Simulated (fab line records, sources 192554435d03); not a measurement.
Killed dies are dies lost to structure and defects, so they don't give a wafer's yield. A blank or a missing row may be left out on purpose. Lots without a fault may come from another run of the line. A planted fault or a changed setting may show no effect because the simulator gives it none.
Which tool did it? | flow n5_finfet | 24 lots, 72 wafers sampled, at 4 steps of a route of 1938

WHAT THE GAUGES READ, wafer by wafer
N5_BEOL_M11_CD_MEAS_35: target cd 70 nm.
lot  | measured     | on        | cd_nm (nm)
L074 | day 11 03:57 | cd_sem-01 | 71.2 70.4 70.3
L075 | day 11 09:02 | cd_sem-02 | 70.6 71.5 68.6
L076 | day 11 16:18 | cd_sem-01 | 70.2 70.4 72.0
L078 | day 11 16:46 | cd_sem-02 | 70.7 70.5 70.6
L077 | day 11 18:50 | cd_sem-01 | 70.3 70.1 69.3
L081 | day 12 01:32 | cd_sem-02 | 69.2 69.4 69.2
L079 | day 12 07:25 | cd_sem-01 | 69.3 69.0 70.5
L080 | day 12 09:44 | cd_sem-03 | 69.3 70.0 68.5
L083 | day 12 10:03 | cd_sem-03 | 70.1 69.5 70.2
L082 | day 12 16:42 | cd_sem-01 | 69.4 68.9 69.6
L084 | day 13 08:50 | cd_sem-01 | 70.4 70.8 69.2
L085 | day 13 09:27 | cd_sem-03 | 69.2 70.1 70.0
L088 | day 14 01:52 | cd_sem-02 | 70.8 72.1 69.7
L086 | day 14 02:32 | cd_sem-02 | 70.4 71.0 71.1
L089 | day 14 19:02 | cd_sem-02 | 69.8 69.4 69.8
L087 | day 14 21:04 | cd_sem-01 | 70.8 68.7 69.2
L092 | day 14 21:49 | cd_sem-01 | 68.9 69.2 69.3
L090 | day 15 02:43 | cd_sem-02 | 70.2 68.9 70.3
L091 | day 15 02:58 | cd_sem-02 | 68.6 69.8 71.3
L094 | day 15 04:21 | cd_sem-01 | 71.4 71.0 70.9
L093 | day 15 11:19 | cd_sem-01 | 70.1 69.8 69.6
L095 | day 16 15:58 | cd_sem-01 | 71.3 70.3 70.3
L097 | day 16 23:24 | cd_sem-02 | 68.5 68.9 69.5
L096 | day 17 20:20 | cd_sem-01 | 69.8 68.7 69.0

N5_BEOL_M12_OVL_MEAS_29.
lot  | measured     | on         | M12_OVL (nm)
L074 | day 11 08:23 | overlay-01 | -1 7 3
L075 | day 11 12:35 | overlay-02 | 6 8 9
L076 | day 11 20:08 | overlay-02 | 1 -3 -1
L078 | day 11 21:44 | overlay-01 | 1 -3 2
L077 | day 11 22:33 | overlay-02 | 0 1 -4
L081 | day 12 05:53 | overlay-01 | 1 0 3
L079 | day 12 11:20 | overlay-02 | 5 4 0
L080 | day 12 13:52 | overlay-01 | 8 10 9
L083 | day 12 14:21 | overlay-02 | -1 12 -1
L082 | day 12 20:44 | overlay-01 | -6 2 -6
L084 | day 13 14:07 | overlay-02 | 11 13 9
L085 | day 13 15:18 | overlay-01 | -7 -4 -9
L088 | day 14 05:46 | overlay-02 | -7 3 -10
L086 | day 14 06:25 | overlay-01 | 0 8 2
L089 | day 14 23:54 | overlay-01 | 4 7 5
L087 | day 15 02:22 | overlay-01 | -1 4 11
L092 | day 15 03:33 | overlay-02 | 1 -6 2
L090 | day 15 07:12 | overlay-02 | -1 4 -1
L091 | day 15 07:34 | overlay-02 | 25 16 13
L094 | day 15 10:04 | overlay-02 | 8 -2 5
L093 | day 15 15:47 | overlay-01 | 3 -5 2
L095 | day 16 21:05 | overlay-01 | -1 2 -10
L097 | day 17 04:26 | overlay-01 | 4 10 2
L096 | day 18 00:13 | overlay-02 | -2 8 6

N5_BEOL_M12_INSPECT_55: inspects for defects (darkfield).
lot  | measured     | on                | raw_defect_count
L074 | day 11 10:49 | defect_inspect-02 | 127 115 113
L075 | day 11 14:54 | defect_inspect-02 | 90 87 85
L076 | day 12 02:31 | defect_inspect-02 | 91 62 79
L078 | day 12 03:42 | defect_inspect-01 | 147 114 120
L077 | day 12 06:07 | defect_inspect-02 | 80 72 74
L081 | day 12 10:12 | defect_inspect-02 | 75 94 63
L079 | day 12 19:47 | defect_inspect-01 | 90 164 91
L080 | day 12 20:51 | defect_inspect-02 | 61 86 99
L083 | day 12 20:31 | defect_inspect-01 | 101 201 143
L082 | day 13 01:04 | defect_inspect-02 | 28 39 56
L084 | day 13 19:49 | defect_inspect-01 | 44 65 57
L085 | day 14 00:32 | defect_inspect-02 | 57 72 83
L088 | day 14 09:38 | defect_inspect-01 | 86 92 64
L086 | day 14 17:47 | defect_inspect-02 | 87 97 121
L089 | day 15 02:59 | defect_inspect-02 | 75 58 58
L087 | day 15 04:49 | defect_inspect-02 | 98 70 88
L092 | day 15 07:52 | defect_inspect-02 | 61 46 73
L090 | day 15 09:26 | defect_inspect-01 | 66 104 61
L091 | day 15 12:10 | defect_inspect-02 | 60 55 60
L094 | day 15 18:26 | defect_inspect-01 | 100 94 69
L093 | day 15 23:53 | defect_inspect-02 | 63 73 41
L095 | day 17 00:22 | defect_inspect-01 | 56 101 112
L097 | day 17 07:19 | defect_inspect-01 | 33 58 48
L096 | day 18 05:15 | defect_inspect-02 | 66 64 85

WHICH TOOL RAN EACH LOT (tool, then ch and the chambers of the sampled wafers, then the start)
lot  | N5_BEOL_M11_DEP_56
L074 | pecvd-04 ch 0,2, day 11 06:21
L075 | pecvd-01 ch 1,2, day 11 10:57
L076 | pecvd-01 ch 1,2, day 11 18:37
L078 | pecvd-02 ch 0,2, day 11 20:14
L077 | pecvd-01 ch 0,1, day 11 20:55
L081 | pecvd-02 ch 0,1,2, day 12 04:20
L079 | pecvd-02 ch 1,2, day 12 09:43
L080 | pecvd-04 ch 0,1,2, day 12 12:14
L083 | pecvd-02 ch 0,1,2, day 12 12:31
L082 | pecvd-04 ch 0,1, day 12 19:01
L084 | pecvd-01 ch 1,2, day 13 12:30
L085 | pecvd-04 ch 0,2, day 13 13:09
L088 | pecvd-02 ch 0,1, day 14 04:06
L086 | pecvd-02 ch 0,1, day 14 04:51
L089 | pecvd-02 ch 0,1,2, day 14 22:14
L087 | pecvd-01 ch 1,2, day 15 00:49
L092 | pecvd-01 ch 1,2, day 15 02:03
L090 | pecvd-02 ch 1,2, day 15 05:41
L091 | pecvd-04 ch 0,2, day 15 05:56
L094 | pecvd-04 ch 0,1, day 15 08:01
L093 | pecvd-04 ch 0,2, day 15 14:03
L095 | pecvd-02 ch 1,2, day 16 19:11
L097 | pecvd-02 ch 0,1, day 17 02:45
L096 | pecvd-04 ch 0,1,2, day 17 22:26
- N5_BEOL_M11_DEP_56: deposits SiCN from 3MS/NH3, target thk 30 nm, time 10.5 s.

WHAT THE TOOLS THEMSELVES READ (means of the sampled wafers that have a number; where no wafer has one, the mark that the record gives instead)
N5_BEOL_M11_DEP_56.
lot  | tool     | showerhead_plenum_p_Torr (Torr) | throttle_valve_pct (%)
L074 | pecvd-04 | 4.189                           | 18.5
L075 | pecvd-01 | 4.170                           | 17.1
L076 | pecvd-01 | 4.166                           | 17.2
L078 | pecvd-02 | 4.191                           | 17.3
L077 | pecvd-01 | 4.167                           | 17.6
L081 | pecvd-02 | 4.169                           | 17.4
L079 | pecvd-02 | 4.170                           | 17.0
L080 | pecvd-04 | 4.184                           | 18.9
L083 | pecvd-02 | 4.176                           | 17.3
L082 | pecvd-04 | 4.187                           | 19.7
L084 | pecvd-01 | 4.158                           | 16.8
L085 | pecvd-04 | 4.172                           | 18.3
L088 | pecvd-02 | 4.175                           | 17.8
L086 | pecvd-02 | 4.165                           | 17.9
L089 | pecvd-02 | 4.174                           | 17.5
L087 | pecvd-01 | 4.158                           | 16.7
L092 | pecvd-01 | 4.169                           | 17.3
L090 | pecvd-02 | 4.169                           | 17.1
L091 | pecvd-04 | 4.182                           | 18.6
L094 | pecvd-04 | 4.187                           | 19.7
L093 | pecvd-04 | 4.187                           | 18.7
L095 | pecvd-02 | 4.159                           | 17.5
L097 | pecvd-02 | 4.161                           | 17.8
L096 | pecvd-04 | 4.184                           | 19.0

THE ANSWER, worked out from the rows above alone
Rule: what is usual is taken from the lots themselves. Put in order of their means at a reading, lots are off if they are a third of the lots or fewer, leave a main group of 4 or more, and stand apart from it by a gap of 3 or more times the standard deviation of the main group's means; of several such gaps the widest counts. A main group whose means are all the same, to the digits that the tables above print for the reading, isn't used. A lot without any number at a reading at which 4 lots or more have one is off too. The other lots that the step has rows for count as sound. The gauges are gone through in route order, then the tools' own readings, and for those a lot's mean is taken as printed above. The first step at which some lot is off is used, and at that step the reading that is off furthest; a lot without a number counts as furthest.
No lot is off at any reading shown: from this, nothing can be told.

WHAT THE SIMULATOR HAD PUT IN
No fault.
